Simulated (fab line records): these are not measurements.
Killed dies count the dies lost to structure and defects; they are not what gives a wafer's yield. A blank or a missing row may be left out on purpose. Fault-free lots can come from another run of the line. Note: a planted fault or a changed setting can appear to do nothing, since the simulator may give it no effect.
Matching of chambers -- flow n5_finfet -- uv_cure-01 running N5_BEOL_M6_CURE_74: 3 sister chambers
The step cures SiCOH lowk, time 240 s. 3 wafers are shown with their chamber, then 10 later ones without.

== WAFERS, EACH WITH ITS CHAMBER ==
wafer,chamber,wafer_temp_C_max
L084.5,0,386.7
L085.5,2,386.7
L090.5,1,386.8

== WAFERS WITHOUT THEIR CHAMBER ==
wafer,wafer_temp_C_max
L090.6,386.2
L093.2,387.6
L093.3,386.9
L093.4,387.4
L094.2,386.5
L094.4,386.4
L094.5,386.5
L097.1,387.9
L097.2,387.3
L097.5,387.7

== WHICH CHAMBER EACH WENT THROUGH ==
wafer,from the rows above,in truth
L090.6,can't be placed: 0 or 2 or 1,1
L093.2,can't be placed: 1 or 0 or 2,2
L093.3,can't be placed: 1 or 0 or 2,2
L093.4,can't be placed: 1 or 0 or 2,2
L094.2,can't be placed: 0 or 2 or 1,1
L094.4,can't be placed: 0 or 2 or 1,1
L094.5,can't be placed: 0 or 2 or 1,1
L097.1,can't be placed: 1 or 0 or 2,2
L097.2,can't be placed: 1 or 0 or 2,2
L097.5,can't be placed: 1 or 0 or 2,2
Correctly placed: 0 of 10. Not placeable from these rows: 10 (in 10, the candidates include the true chamber). Number placed wrongly: 0.
How it was worked out, from the rows above alone: a wafer's distance from a chamber is the root of the sum, over the readings, of the square of ((its reading less the chamber's mean) divided by the reading's scatter). If the next closest chamber is less than 2 further off than the closest, the wafer can't be placed; otherwise it belongs to the closest. The mean given for a chamber averages the wafers shown for that chamber. The scatter: root of mean squared gap, hidden wafer to nearest shown wafer, with one shown wafer a chamber.
